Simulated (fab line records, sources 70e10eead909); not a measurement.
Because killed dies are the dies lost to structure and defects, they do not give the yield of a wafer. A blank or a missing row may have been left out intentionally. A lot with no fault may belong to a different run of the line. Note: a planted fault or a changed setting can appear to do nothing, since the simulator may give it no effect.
fab line records -- flow nand_harc
record lots=6, wafers=18, last_day=32
route steps=1302 shown A_STAIRCASE@829 END@1302
lots that met no fault: from a run of the same line without faults
start_h: start of the lot's first displayed wafer, in hours after the record's first day -- wait_h: hours from the lot's prior step to this one -- " repeats the value in the row above -- L1.1+2: one row covering several wafers at once -- - either no value or no given start -- * or withheld: withheld -- < > ~ a bound
route shown NAME@n: a module of which the file shows steps, and the number in the route of the first -- usual: the fault-free wafers' mean and standard deviation -- same: alike in all rows -- chamber/n: place in a boat -- sites: each site's reading -- _std_site: standard deviation across them -- _edge_site: the outer-site mean with the inner-site mean subtracted -- radius_mm: how far each site lies from the wafer's centre -- mask NAME#n: copy n -- behind: the tool/chamber that last shaped the wafer -- hold: why the lot went on hold/how many hours it stayed there/how the hold came to an end -- device: the n, p or np transistor that did not switch -- end of line: at the end of the route, the tests of the same wafers -- step lacking rows: just its recipe -- killed: at the first sort, the dies lost to defects and structure; wafer yield is something else -- map: a wafer's dies, marking killed ones x, the rest . and places with no die _
set.NAME: the setting as run; set.NAME@STEP: as run at that earlier step -- model.NAME: the simulator's own value behind a step, which no gauge read
certain route steps with their lots: each step a table, each wafer a row
services: the hour from which a tool's chamber was out of use, counted from the record's first day as start_h (under 0 if before that day), plus the number of hours and why
## steps
# step NHARC_A_STAIRCASE_HARDBAKE_311
# recipe temp_c=120, time_s=140
# step NHARC_A_STAIRCASE_DESCUM_312
# recipe time_s=3, o2_flow_sccm=200, ar_flow_sccm=0, bias_power_w=0, chemistry=O2
# usual drypump_motor_current_A=5.7/0.43, oes_product_au=1.004/0.0076, rf_vpp_V=57.9/0.9, showerhead_plenum_p_Torr=1.94/0.064, throttle_valve_pct=11.311/0.0093
lot.wafer,tool,chamber,start_h,wait_h,drypump_motor_current_A,oes_product_au,rf_hours_counter_h,rf_vpp_V,showerhead_plenum_p_Torr,throttle_valve_pct
L685.4,rie_diel-01,1,390.73,-,6.2,0.988,0,58.6,2.04,11.307
L685.2,rie_diel-01,2,390.73,-,5.5,1.008,0,58.5,1.93,11.311
L685.5,rie_diel-01,0,390.73,-,5.4,1.007,-,58.0,1.95,11.312
L691.2,rie_diel-10,2,449.38,-,5.8,1.005,7,59.5,2.02,11.323
L691.4,rie_diel-10,1,449.38,-,6.4,1.011,-,57.5,1.96,11.316
L691.5,rie_diel-10,2,449.38,-,5.8,1.019,-,59.5,2.02,11.318
L701.3,rie_diel-10,2,549.19,-,5.8,1.000,43,58.1,2.01,11.327
L701.4,rie_diel-10,0,549.19,-,5.0,1.005,38,57.8,1.92,11.306
L701.6,rie_diel-10,3,549.19,-,5.9,1.008,-,57.6,1.83,11.306
L700.4,rie_diel-01,3,553.34,-,5.9,1.007,54,58.3,1.93,11.303
L700.2,rie_diel-01,2,553.34,-,5.5,1.019,58,56.1,1.91,11.302
L700.6,rie_diel-01,3,553.34,-,5.8,1.007,-,56.7,1.93,11.311
L705.4,rie_diel-01,0,585.52,-,5.5,0.998,6,58.1,1.93,11.310
L705.3,rie_diel-01,3,585.52,-,5.8,0.997,5,59.1,1.93,11.317
L705.6,rie_diel-01,1,585.52,-,6.1,0.992,-,58.5,2.02,11.321
L703.3,rie_diel-01,0,587.49,-,5.5,0.989,7,58.0,1.93,11.308
L703.2,rie_diel-01,1,587.49,-,6.1,1.002,7,58.7,2.02,11.290
L703.4,rie_diel-01,2,587.49,-,5.5,0.995,6,57.0,1.91,11.322
# step NHARC_A_STAIRCASE_ETCH_313
# recipe cf4_flow_sccm=100, chf3_flow_sccm=30, ar_flow_sccm=0, rf_w=500, bias_w=200, chemistry=CF4/CHF3
# usual drypump_motor_current_A=5.7/0.41, oes_product_au=0.936/0.018, rf_vpp_V=371.3/2, showerhead_plenum_p_Torr=1.59/0.051, throttle_valve_pct=16.802/0.0097
lot.wafer,tool,chamber,start_h,wait_h,drypump_motor_current_A,oes_product_au,rf_hours_counter_h,rf_vpp_V,showerhead_plenum_p_Torr,throttle_valve_pct
L685.2,rie_diel-01,3,390.81,0.1,5.9,0.981,0,371.9,1.60,16.802
L685.4,rie_diel-01,2,390.81,0.1,5.5,0.989,0,370.4,1.59,16.818
L685.5,rie_diel-01,3,390.81,0.1,5.8,0.983,-,370.3,1.60,16.814
L691.2,rie_diel-10,2,449.49,0.1,5.8,0.939,7,372.5,1.65,16.792
L691.5,rie_diel-10,2,449.49,0.1,5.9,0.920,-,373.2,1.65,16.806
L691.4,rie_diel-10,1,449.49,0.1,6.4,0.925,-,371.0,1.61,16.802
L701.3,rie_diel-10,3,549.28,0.1,5.8,0.968,45,368.4,1.51,16.785
L701.4,rie_diel-10,1,549.28,0.1,6.4,0.979,41,372.0,1.60,16.809
L701.6,rie_diel-10,2,549.28,0.1,5.8,0.971,-,373.8,1.65,16.793
L700.2,rie_diel-01,1,553.43,0.1,6.2,0.930,54,372.2,1.66,16.807
L700.4,rie_diel-01,2,553.43,0.1,5.5,0.930,58,371.7,1.57,16.798
L700.6,rie_diel-01,1,553.43,0.1,6.1,0.924,-,373.9,1.66,16.801
L705.3,rie_diel-01,3,585.72,0.2,5.9,0.921,5,371.3,1.59,16.784
L705.4,rie_diel-01,0,585.72,0.2,5.4,0.923,7,370.3,1.59,16.796
L705.6,rie_diel-01,3,585.72,0.2,5.9,0.923,-,371.3,1.59,16.793
L703.4,rie_diel-01,2,587.58,0.1,5.5,0.928,6,370.3,1.57,16.780
L703.2,rie_diel-01,3,587.58,0.1,5.9,0.927,6,371.3,1.59,16.831
L703.3,rie_diel-01,0,587.58,0.1,5.5,0.918,7,370.9,1.59,16.804
# step NHARC_A_STAIRCASE_HM_OPEN_463
# recipe o2_flow_sccm=400, cos_flow_sccm=20, ar_flow_sccm=0, rf_w=500, bias_w=300, chemistry=O2/COS
# usual drypump_motor_current_A=5.7/0.43, oes_product_au=1.003/0.0069, rf_vpp_V=468.0/2.2, showerhead_plenum_p_Torr=3.16/0.1, throttle_valve_pct=28.330/0.0094
lot.wafer,tool,chamber,start_h,wait_h,drypump_motor_current_A,oes_product_au,rf_hours_counter_h,rf_vpp_V,showerhead_plenum_p_Torr,throttle_valve_pct
L685.4,rie_diel-01,2,-,-,5.5,1.005,0,468.4,3.15,28.324
L685.2,rie_diel-01,0,-,-,5.4,1.011,0,468.7,3.18,28.319
L685.5,rie_diel-01,2,-,-,5.5,0.992,-,467.3,3.15,28.320
L691.2,rie_diel-10,3,-,-,5.8,1.008,6,465.6,3.02,28.334
L691.5,rie_diel-10,1,-,-,6.5,1.011,-,469.0,3.19,28.336
L691.4,rie_diel-10,3,-,-,5.9,1.013,-,464.6,3.02,28.310
L701.4,rie_diel-10,0,-,-,5.0,1.012,38,467.2,3.13,28.355
L701.3,rie_diel-10,2,-,-,5.8,1.006,43,469.0,3.26,28.332
L701.6,rie_diel-10,1,-,-,6.4,1.007,-,468.4,3.17,28.338
L700.4,rie_diel-01,0,-,-,5.5,1.002,50,469.5,3.15,28.316
L700.2,rie_diel-01,1,-,-,6.1,1.000,54,471.0,3.29,28.333
L700.6,rie_diel-01,2,-,-,5.5,1.009,-,465.1,3.12,28.336
L705.4,rie_diel-01,1,-,-,6.2,1.004,7,470.1,3.29,28.339
L705.3,rie_diel-01,2,-,-,5.5,1.008,5,465.9,3.12,28.322
L705.6,rie_diel-01,1,-,-,6.2,0.988,-,471.4,3.29,28.318
L703.3,rie_diel-01,3,-,-,5.8,0.993,6,468.7,3.15,28.319
L703.2,rie_diel-01,0,-,-,5.5,0.989,7,467.8,3.15,28.325
L703.4,rie_diel-01,1,-,-,6.2,1.002,8,471.4,3.28,28.322
# step NHARC_A_STAIRCASE_STRIP_464
# recipe o2_flow_sccm=400, cos_flow_sccm=20, ar_flow_sccm=0, bias_w=0, chemistry=O2/COS
# step NHARC_A_STAIRCASE_ETCH_453
# recipe target_depth_a=300, overetch_a=30, time_s=16.5, ion_energy_ev=100, cf4_flow_sccm=80, o2_flow_sccm=20, ar_flow_sccm=0, rf_w=300, bias_w=100, chemistry=CF4/O2
# usual drypump_motor_current_A=5.7/0.44, oes_product_au=1.004/0.0071, rf_vpp_V=198.1/1.2, showerhead_plenum_p_Torr=1.35/0.044, throttle_valve_pct=13.396/0.0084
lot.wafer,tool,chamber,start_h,wait_h,drypump_motor_current_A,oes_product_au,rf_hours_counter_h,rf_vpp_V,showerhead_plenum_p_Torr,throttle_valve_pct
L685.4,rie_diel-01,3,-,-,5.9,1.007,0,199.0,1.36,13.405
L685.2,rie_diel-01,2,-,-,5.5,1.006,0,198.5,1.35,13.382
L685.5,rie_diel-01,0,-,-,5.5,1.002,-,197.9,1.36,13.398
L691.2,rie_diel-10,3,-,-,5.9,1.007,6,197.1,1.29,13.405
L691.5,rie_diel-10,2,-,-,5.8,1.003,-,197.1,1.41,13.399
L691.4,rie_diel-10,3,-,-,5.9,1.017,-,196.8,1.29,13.395
L701.4,rie_diel-10,3,-,-,5.8,1.013,45,196.0,1.28,13.396
L701.3,rie_diel-10,2,-,-,5.8,1.002,43,198.5,1.40,13.405
L701.6,rie_diel-10,0,-,-,5.0,0.998,-,197.1,1.34,13.382
L700.4,rie_diel-01,2,-,-,5.5,1.015,58,198.9,1.34,13.388
L700.2,rie_diel-01,0,-,-,5.4,1.004,50,197.6,1.35,13.390
L700.6,rie_diel-01,2,-,-,5.5,1.016,-,196.5,1.34,13.400
L705.4,rie_diel-01,2,-,-,5.5,1.021,5,198.0,1.33,13.397
L705.3,rie_diel-01,0,-,-,5.5,0.992,7,197.6,1.35,13.407
L705.6,rie_diel-01,3,-,-,5.9,1.000,-,197.7,1.35,13.394
L703.2,rie_diel-01,0,-,-,5.5,1.001,7,200.2,1.35,13.397
L703.4,rie_diel-01,1,-,-,6.1,1.008,8,199.0,1.41,13.393
L703.3,rie_diel-01,3,-,-,5.9,0.995,6,197.3,1.35,13.400
# step NHARC_A_STAIRCASE_ETCH_315
# recipe target_depth_a=25000, time_s=607.1, ion_energy_ev=800, c4f8_flow_sccm=80, o2_flow_sccm=60, ar_flow_sccm=withheld, rf_w=600, bias_w=3000, chemistry=C4F8/O2/Ar
# usual oes_product_au=0.937/0.016, rf_vpp_V=1830/8.7
lot.wafer,tool,chamber,start_h,wait_h,oes_product_au,rf_hours_counter_h,rf_vpp_V
L685.4,rie_diel-01,2,-,-,0.936,0,1830
L685.2,rie_diel-01,0,-,-,0.947,0,1831
L685.5,rie_diel-01,2,-,-,0.940,-,1830
L691.2,rie_diel-10,1,-,-,0.929,7,1832
L691.4,rie_diel-10,1,-,-,0.940,-,1832
L691.5,rie_diel-10,2,-,-,0.933,-,1839
L701.4,rie_diel-10,3,-,-,0.960,45,1815
L701.3,rie_diel-10,0,-,-,0.937,38,1828
L701.6,rie_diel-10,2,-,-,0.944,-,1838
L700.2,rie_diel-01,0,-,-,0.941,50,1829
L700.4,rie_diel-01,1,-,-,0.937,54,1841
L700.6,rie_diel-01,3,-,-,0.930,-,1830
L705.4,rie_diel-01,0,-,-,0.913,7,1828
L705.3,rie_diel-01,3,-,-,0.940,5,1830
L705.6,rie_diel-01,0,-,-,0.933,-,1829
L703.4,rie_diel-01,2,-,-,0.937,6,1826
L703.2,rie_diel-01,0,-,-,0.927,7,1830
L703.3,rie_diel-01,1,-,-,0.933,8,1842
# step NHARC_A_STAIRCASE_STRIP_316
# recipe o2_flow_sccm=500, ar_flow_sccm=0, bias_w=0, chemistry=O2
# step NHARC_A_STAIRCASE_STRIP_317
# recipe time_s=900, temp_c=130, chemistry=SPM
# step NHARC_A_STAIRCASE_PRECLEAN_318
# recipe time_s=*, temp_c=50, bath_age_min=0, chemistry=SC1
# step NHARC_A_STAIRCASE_SRD_329
# step NHARC_A_STAIRCASE_ALD_415
# recipe target_thk_a=300, pulse_time_s=6, ald_cycles=300, temp_c=300, material=SiO2
# usual ald_cycles=300/0, heater_power_outer_w=263/25, heater_power_w=471/51, precursor_pulse_height_rel=1.001/0.019, pulse_time_s=6/0
lot.wafer,tool,chamber,start_h,wait_h,ald_cycles,heater_power_outer_w,heater_power_w,precursor_pulse_height_rel,pulse_time_s
L685.2,ald_hk-02,2,393.15,0.5,300,234,380,1.027,6
L685.4,ald_hk-02,3,393.15,0.5,300,279,493,0.981,6
L685.5,ald_hk-02,1,393.15,0.5,300,267,487,0.987,6
L691.4,ald_hk-01,2,451.98,0.5,300,326,571,1.017,6
L691.2,ald_hk-01,3,451.98,0.5,300,279,455,1.012,6
L691.5,ald_hk-01,1,451.98,0.5,300,238,470,0.994,6
L701.4,ald_hk-02,2,551.54,0.5,-,-,-,-,-
L701.3,ald_hk-02,3,551.54,0.5,-,-,-,-,-
L701.6,ald_hk-02,1,551.54,0.5,-,-,-,-,-
L700.2,ald_hk-01,0,555.70,0.5,-,-,-,-,-
L700.4,ald_hk-01,1,555.70,0.5,-,-,-,-,-
L700.6,ald_hk-01,0,557.53,2.3,-,-,-,-,-
L705.3,ald_hk-03,3,588.31,0.6,300,298,577,1.001,6
L705.4,ald_hk-03,0,588.31,0.6,300,273,520,1.012,6
L705.6,ald_hk-03,2,588.31,0.6,300,266,470,0.990,6
L703.3,ald_hk-01,3,589.35,0.1,300,265,435,0.991,6
L703.4,ald_hk-01,0,589.35,0.1,300,231,463,0.997,6
L703.2,ald_hk-01,1,589.35,0.1,300,236,462,0.995,6
# step NHARC_A_STAIRCASE_ETCHBACK_416
# recipe target_depth_a=360, time_s=7.2, c4f8_flow_sccm=withheld, o2_flow_sccm=8, ar_flow_sccm=withheld, rf_w=600, bias_w=800, chemistry=C4F8/O2/Ar
# step NHARC_END_SORT_01
# recipe temp_c=25
# usual killed_at_array=46/15, killed_at_other=0.8/1.1, killed_at_periphery=4.0/2.9, killed_dies=50/15, killed_open=3.2/1.8, killed_short=2.3/1.6
# same gross_dies=677
lot.wafer,tool,chamber,start_h,wait_h,killed_at_array,killed_at_other,killed_at_periphery,killed_dies,killed_open,killed_short
L685.2,prober-02,0,565.73,2.8,70,2,2,74,4,1
L685.4,prober-02,0,567.33,3.4,39,0,0,39,2,1
L685.5,prober-02,0,568.13,3.7,73,1,3,77,2,2
L691.2,prober-01,0,624.99,2.8,33,1,7,41,2,2
L691.4,prober-01,0,626.58,3.4,44,0,8,52,4,1
L691.5,prober-01,0,627.37,3.7,41,2,6,49,2,3
L701.3,prober-02,0,722.81,3.1,671,0,6,677,4,5
L701.4,prober-02,0,723.61,3.4,671,2,4,677,3,5
L701.6,prober-02,0,725.22,4.0,668,1,8,677,3,2
L700.2,prober-01,0,742.00,2.8,677,0,0,677,3,5
L700.4,prober-01,0,743.61,3.4,674,0,3,677,5,3
L700.6,prober-01,0,745.22,4.0,671,1,5,677,6,3
L703.2,prober-01,0,770.56,2.8,56,1,3,60,1,5
L703.4,prober-01,0,772.18,3.4,53,2,1,56,3,2
# killed by level:class
L685.2 A_CHANNEL_HOLE_D2:chamber_film_flake=22 A_CHANNEL_HOLE_D1:chamber_film_flake=16 A_SLIT:chamber_film_flake=16 A_STAIRCASE:chamber_film_flake=6 A_CONTACT:chamber_film_flake=4 A_ZERO_WELL:chamber_film_flake=2 THIN_TSV:chamber_film_flake=2 P_STI:geometric_particle:open=1
L685.4 A_SLIT:chamber_film_flake=14 A_CHANNEL_HOLE_D2:chamber_film_flake=10 A_CHANNEL_HOLE_D1:chamber_film_flake=10 A_ONON_D2:geometric_particle:open=1 A_CHANNEL_FILL_D2:geometric_particle:short=1 A_BLC:geometric_particle:open=1 A_STAIRCASE:chamber_film_flake=1 A_CONTACT:chamber_film_flake=1
L685.5 A_CHANNEL_HOLE_D2:chamber_film_flake=24 A_CHANNEL_HOLE_D1:chamber_film_flake=23 A_SLIT:chamber_film_flake=12 A_STAIRCASE:chamber_film_flake=6 A_CONTACT:chamber_film_flake=5 P_ZERO_WELL:chamber_film_flake=2 P_CONTACT:geometric_particle:open=1 A_CHANNEL_FILL_D1:geometric_particle:open=1
L691.2 A_SLIT:chamber_film_flake=14 A_CHANNEL_HOLE_D2:chamber_film_flake=5 A_CONTACT:chamber_film_flake=4 P_ZERO_WELL:chamber_film_flake=2 P_BONDPAD:chamber_film_flake=2 A_CHANNEL_HOLE_D1:chamber_film_flake=2 A_DECK1_JOINT:chamber_film_flake=2 A_STAIRCASE:chamber_film_flake=2
L691.4 A_SLIT:chamber_film_flake=19 A_CHANNEL_HOLE_D2:chamber_film_flake=7 A_STAIRCASE:chamber_film_flake=6 A_CONTACT:chamber_film_flake=4 A_CHANNEL_HOLE_D1:chamber_film_flake=3 P_GATE:chamber_film_flake=2 P_CONTACT:geometric_particle:short=1 P_M0:geometric_particle:open=1
L691.5 A_SLIT:chamber_film_flake=14 A_STAIRCASE:chamber_film_flake=9 A_CHANNEL_HOLE_D2:chamber_film_flake=5 A_CONTACT:chamber_film_flake=5 A_DECK1_JOINT:geometric_particle:short=2 P_BONDPAD:chamber_film_flake=2 A_CHANNEL_HOLE_D1:chamber_film_flake=2 THIN_TSV:chamber_film_flake=2
L701.3 A_STAIRCASE:area_ald=627 A_SLIT:chamber_film_flake=22 A_CHANNEL_HOLE_D1:chamber_film_flake=8 A_WL_FILL:geometric_particle:short=3 P_M0:chamber_film_flake=3 A_WL_FILL:chamber_film_flake=3 P_M0:geometric_particle:open=2 A_ZERO_WELL:chamber_film_flake=2
L701.4 A_STAIRCASE:area_ald=636 A_SLIT:chamber_film_flake=17 A_CHANNEL_HOLE_D1:chamber_film_flake=5 P_M0:chamber_film_flake=3 A_WL_FILL:chamber_film_flake=3 A_WL_FILL:geometric_particle:short=2 A_CONTACT:chamber_film_flake=2 P_M2:geometric_particle:short=1
L701.6 A_STAIRCASE:area_ald=617 A_SLIT:chamber_film_flake=25 A_CONTACT:chamber_film_flake=10 A_CHANNEL_HOLE_D1:chamber_film_flake=6 P_M0:chamber_film_flake=4 P_CONTACT:geometric_particle:open=3 A_STAIRCASE:chamber_film_flake=3 A_WL_FILL:chamber_film_flake=2
L700.2 A_STAIRCASE:area_ald=620 A_CHANNEL_HOLE_D2:chamber_film_flake=19 A_CHANNEL_HOLE_D1:chamber_film_flake=15 A_SLIT:chamber_film_flake=5 A_CHANNEL_FILL_D2:chamber_film_flake=4 A_CONTACT:chamber_film_flake=4 A_CHANNEL_FILL_D1:geometric_particle:open=2 A_CHANNEL_FILL_D1:geometric_particle:short=1
L700.4 A_STAIRCASE:area_ald=620 A_CHANNEL_HOLE_D1:chamber_film_flake=17 A_CHANNEL_HOLE_D2:chamber_film_flake=16 A_CONTACT:chamber_film_flake=7 A_SLIT:chamber_film_flake=5 P_M0:chamber_film_flake=2 P_M0:geometric_particle:open=1 A_ONON_D1:geometric_particle:open=1
L700.6 A_STAIRCASE:area_ald=614 A_CHANNEL_HOLE_D2:chamber_film_flake=22 A_CHANNEL_HOLE_D1:chamber_film_flake=16 A_CHANNEL_FILL_D2:chamber_film_flake=4 A_STAIRCASE:chamber_film_flake=4 A_CONTACT:chamber_film_flake=4 P_CONTACT:geometric_particle:open=3 A_SLIT:chamber_film_flake=3
L703.2 A_CHANNEL_HOLE_D1:chamber_film_flake=16 A_CHANNEL_HOLE_D2:chamber_film_flake=16 A_CONTACT:chamber_film_flake=12 A_SLIT:chamber_film_flake=5 P_GATE:chamber_film_flake=2 A_STAIRCASE:chamber_film_flake=2 P_CONTACT:geometric_particle:short=1 A_ONON_D1:geometric_particle:short=1
L703.4 A_CHANNEL_HOLE_D2:chamber_film_flake=25 A_CONTACT:chamber_film_flake=10 A_CHANNEL_HOLE_D1:chamber_film_flake=7 A_STAIRCASE:chamber_film_flake=2 A_SLIT:chamber_film_flake=2 THIN_TSV:chamber_film_flake=2 A_CHANNEL_HOLE_D2:geometric_particle:short=1 A_STAIRCASE:geometric_particle:short=1
# map L700.2 (x killed, . not)
____________x____________
_________xxxxxxx_________
_______xxxxxxxxxxx_______
______xxxxxxxxxxxxx______
_____xxxxxxxxxxxxxxx_____
____xxxxxxxxxxxxxxxxx____
____xxxxxxxxxxxxxxxxx____
___xxxxxxxxxxxxxxxxxxx___
___xxxxxxxxxxxxxxxxxxx___
__xxxxxxxxxxxxxxxxxxxxx__
__xxxxxxxxxxxxxxxxxxxxx__
_xxxxxxxxxxxxxxxxxxxxxxx_
_xxxxxxxxxxxxxxxxxxxxxxx_
_xxxxxxxxxxxxxxxxxxxxxxx_
_xxxxxxxxxxxxxxxxxxxxxxx_
_xxxxxxxxxxxxxxxxxxxxxxx_
xxxxxxxxxxxxxxxxxxxxxxxxx
xxxxxxxxxxxxxxxxxxxxxxxxx
xxxxxxxxxxxxxxxxxxxxxxxxx
xxxxxxxxxxxxxxxxxxxxxxxxx
xxxxxxxxxxxxxxxxxxxxxxxxx
_xxxxxxxxxxxxxxxxxxxxxxx_
_xxxxxxxxxxxxxxxxxxxxxxx_
_xxxxxxxxxxxxxxxxxxxxxxx_
_xxxxxxxxxxxxxxxxxxxxxxx_
_xxxxxxxxxxxxxxxxxxxxxxx_
__xxxxxxxxxxxxxxxxxxxxx__
__xxxxxxxxxxxxxxxxxxxxx__
___xxxxxxxxxxxxxxxxxxx___
___xxxxxxxxxxxxxxxxxxx___
____xxxxxxxxxxxxxxxxx____
____xxxxxxxxxxxxxxxxx____
_____xxxxxxxxxxxxxxx_____
______xxxxxxxxxxxxx______
_______xxxxxxxxxxx_______
_________xxxxxxx_________
____________x____________
# map L701.3 (x killed, . not)
____________x____________
_________xxxxxxx_________
_______xxxxxxxxxxx_______
______xxxxxxxxxxxxx______
_____xxxxxxxxxxxxxxx_____
____xxxxxxxxxxxxxxxxx____
____xxxxxxxxxxxxxxxxx____
___xxxxxxxxxxxxxxxxxxx___
___xxxxxxxxxxxxxxxxxxx___
__xxxxxxxxxxxxxxxxxxxxx__
__xxxxxxxxxxxxxxxxxxxxx__
_xxxxxxxxxxxxxxxxxxxxxxx_
_xxxxxxxxxxxxxxxxxxxxxxx_
_xxxxxxxxxxxxxxxxxxxxxxx_
_xxxxxxxxxxxxxxxxxxxxxxx_
_xxxxxxxxxxxxxxxxxxxxxxx_
xxxxxxxxxxxxxxxxxxxxxxxxx
xxxxxxxxxxxxxxxxxxxxxxxxx
xxxxxxxxxxxxxxxxxxxxxxxxx
xxxxxxxxxxxxxxxxxxxxxxxxx
xxxxxxxxxxxxxxxxxxxxxxxxx
_xxxxxxxxxxxxxxxxxxxxxxx_
_xxxxxxxxxxxxxxxxxxxxxxx_
_xxxxxxxxxxxxxxxxxxxxxxx_
_xxxxxxxxxxxxxxxxxxxxxxx_
_xxxxxxxxxxxxxxxxxxxxxxx_
__xxxxxxxxxxxxxxxxxxxxx__
__xxxxxxxxxxxxxxxxxxxxx__
___xxxxxxxxxxxxxxxxxxx___
___xxxxxxxxxxxxxxxxxxx___
____xxxxxxxxxxxxxxxxx____
____xxxxxxxxxxxxxxxxx____
_____xxxxxxxxxxxxxxx_____
______xxxxxxxxxxxxx______
_______xxxxxxxxxxx_______
_________xxxxxxx_________
____________x____________
## services
tool,chamber,start_h,hours,kind
rie_diel-10,1,374.92,1.3,repair
rie_diel-10,2,379.05,2.2,repair
rie_diel-01,-,381.64,9.0,pm
rie_diel-01,0,381.64,9.0,vent_cycle
rie_diel-01,1,381.64,9.0,vent_cycle
rie_diel-01,2,381.64,9.0,vent_cycle
rie_diel-01,3,381.64,9.0,vent_cycle
rie_diel-01,0,390.64,-,clean
rie_diel-01,1,390.64,-,clean
rie_diel-01,2,390.64,-,clean
rie_diel-01,3,390.64,-,clean
rie_diel-01,0,415.14,-,clean
rie_diel-01,1,415.14,-,clean
rie_diel-01,2,415.14,-,clean
rie_diel-01,3,415.14,-,clean
rie_diel-10,-,419.66,9.0,pm
rie_diel-01,-,427.65,0.6,repair
rie_diel-01,0,439.64,-,clean
rie_diel-01,1,439.64,-,clean
ald_hk-01,-,477.54,10.0,pm
ald_hk-02,-,531.35,10.0,pm
ald_hk-02,-,554.60,1.1,repair
rie_diel-01,-,558.64,9.0,pm
ald_hk-03,-,572.46,10.0,pm
## key
first_sign step=NHARC_A_STAIRCASE_ALD_415, reading=tool_record, direction=missing
effect step=NHARC_END_SORT_01, reading=killed_at_array, direction=up, sigmas=41, usual=46, struck=672
more_kills_born_at NHARC_A_STAIRCASE_ALD_415@ald_hk-02=1880, NHARC_A_STAIRCASE_ALD_415@ald_hk-01=1854
met_at NHARC_A_STAIRCASE_ALD_415
struck_wafers L700.2,L700.4,L700.6,L701.3,L701.4,L701.6
later_rows_left_out L700.2,L700.4,L700.6,L701.3,L701.4,L701.6
tester_left_out L700,L701
onset_between 451.98 551.54
fault kind=skipped_step_whole, tool=ald_hk-01,ald_hk-02, chamber=-, onset_h=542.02, steps=NHARC_A_STAIRCASE_ALD_415, scope=struck_lots_only
# tester_left_out: of these lots the tester's yield and bins aren't shown, on N5 and GAA mostly nor the transistor test; their killed dies are dies lost to structure and defects alone, not to doping, threshold or leakage, so they don't give the yield
# later_rows_left_out: the simulator's readings of these wafers behind a module that went badly wrong aren't trusted and aren't shown, but for the sort
